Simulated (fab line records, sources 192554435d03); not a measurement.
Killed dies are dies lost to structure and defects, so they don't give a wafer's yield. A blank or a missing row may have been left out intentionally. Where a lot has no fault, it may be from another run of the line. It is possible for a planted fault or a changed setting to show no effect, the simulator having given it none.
A lot that was struck, set against a sound lot :: flow n5Finfet :: 15 out of 1938 route steps
Sound: wafers L980.1, L980.5, L980.6. Struck: wafers L987.2, L987.4. (L987.3 of the same lot was not struck and is left out.) The cause comes at the end.
Each step with rows lists, per side, the tool, then ch with its chambers, then its first start. Under that, the readings that differ: sound wafers :: struck wafers :: difference of the means :: sigmas: that difference in standard deviations of wafers without a fault.
alike: readings whose means differ by less than 2 such deviations, and words and numbers that are the same on both sides. not compared: withheld readings, readings that some wafer has no value for, bounds like >300 that may hide the same value, and numbers for which the record gives no deviation and whose values overlap.
A row with sigmas, a row that says differs or no value, or rows on one side alone: a step with any of these is where the two part. Non-overlapping numbers with no deviation appear without sigmas and do not part them. A reading missing from all wafers of one side parts the sides only when that side holds two or more wafers.

first, 1 step without rows for these wafers: N5_HKMG_FIN_ETCHBACK_68 (etches the open film in Cl2/Ar, stops on HfO2, target depth 0.5 nm).
N5_HKMG_FIN_STRIP_69: strips in N2/H2, time 360 s.
  sound on plasmaAsher-02 ch 0,1, day 5 14:00; struck on plasmaAsher-01 ch 0,1, day 7 12:44
  alike: drypumpMotorCurrentA, heaterPowerW
  not compared: rfHoursCounterH
N5_HKMG_FIN_ALD_21: deposits TiN, target thk 1.5 nm, pulse time 1 s, purge time 3 s.
  sound on aldMetal-01 ch 0,3, day 5 14:23; struck on aldMetal-01 ch 0,1, day 7 13:07
  alike: heaterPowerOuterW, heaterPowerW, precursorPulseHeightRel
N5_HKMG_FIN_ALD_72: deposits W, target thk 2 nm, pulse time 1 s, purge time 2 s.
  sound on cvdW-01 ch 0,1, day 5 14:44; struck on cvdW-02 ch 0, day 7 13:29
  alike: heaterPowerOuterW, heaterPowerW, precursorPulseHeightRel
then, 4 steps without rows for these wafers: N5_HKMG_FIN_W_FILL_22 (material W, target thk 60 nm, time 18.2 s); N5_HKMG_FIN_PRECLEAN_83 (cleans in DIW, time 57.5 s); N5_HKMG_FIN_SRD_84 (dry time 32 s); N5_HKMG_FIN_CMP_23 (polishes, stops on SiNx, t overpolish 10 s, target thk 46.326 nm).
N5_HKMG_FIN_CMP_94: polishes, stops on SiNx, t overpolish 4.7 s, target thk 43.299 nm.
  sound on cmp-02 ch 0,3, day 5 15:25; struck on cmp-01 ch 2,3, day 7 14:10
  alike: headPressurePsi, motorCurrentA
N5_HKMG_FIN_INSPECT_28: inspects for defects (darkfield).
  sound on defectInspect-01, day 5 15:37; struck on defectInspect-02, day 7 14:22
  alike: rawDefectCount
then, 1 step without rows for these wafers: N5_GATE_CUT_ETCHBACK_00 (etches W in SF6/Cl2).
N5_GATE_CUT_ETCH_56: etches TiN in Cl2/Ar, target depth 21.6 nm.
  sound on rieMetal-02 ch 0,1, day 5 15:47; struck on rieMetal-03 ch 0, day 7 14:31
reading: biasW (W)
sound: 60.14 60.06 60.07
struck: 56.71 56.88
difference: -3.30
sigmas: -18

reading: oesProductAu (a.u.)
sound: 0.63 0.63 0.60
struck: 0.99 1.00
difference: +0.38
sigmas: +3

reading: throttleValvePct (%)
sound: 21.2 21.3 21.2
struck: 20.4 20.4
difference: -0.8
sigmas: -3
  alike: drypumpMotorCurrentA
  not compared: rfHoursCounterH
N5_GATE_CUT_ETCHBACK_30: etches TiN in Cl2/Ar, target depth 3 nm.
  sound on rieMetal-02 ch 0,1, day 5 15:52; struck on rieMetal-03 ch 0, day 7 14:37
reading: oesProductAu (a.u.)
sound: 0.64 0.64 0.60
struck: 1.01 1.01
difference: +0.38
sigmas: +3

reading: throttleValvePct (%)
sound: 21.2 21.2 21.2
struck: 20.4 20.4
difference: -0.8
sigmas: -3
  alike: drypumpMotorCurrentA
  not compared: rfHoursCounterH
-- record jumps: 5 days separate the struck wafers' starts on either side; left off in module GATE_CUT, taken up again in module BEOL_M4, whose first shown step is the route's number 1111 --
N5_BEOL_M4_RC_MEAS_101:
  sound on prober-02 ch 0, day 10 01:42; struck on prober-01 ch 0, day 12 08:35
  alike: DIBL_N, DIBL_P, IOFF_N, IOFF_P, ION_N, ION_P, SS_N, SS_P, VT_N, VT_P
-- a jump in the record: the struck wafers' starts before and after are 4 days apart (it breaks off in module BEOL_M4 and resumes in module PASSIVATION, where the first step shown is number 1936 of the route) --
N5_PASSIVATION_PROBE_49:
  record: rows for the struck wafers here (prober-02, day 16 10:08), none for the sound ones

WHERE THEY PART
First at N5_GATE_CUT_ETCH_56; last, within this record, at N5_PASSIVATION_PROBE_49.

WHY: the cause the simulator had injected
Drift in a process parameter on rieMetal-03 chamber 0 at N5_GATE_CUT_ETCH_56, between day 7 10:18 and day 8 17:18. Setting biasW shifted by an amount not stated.
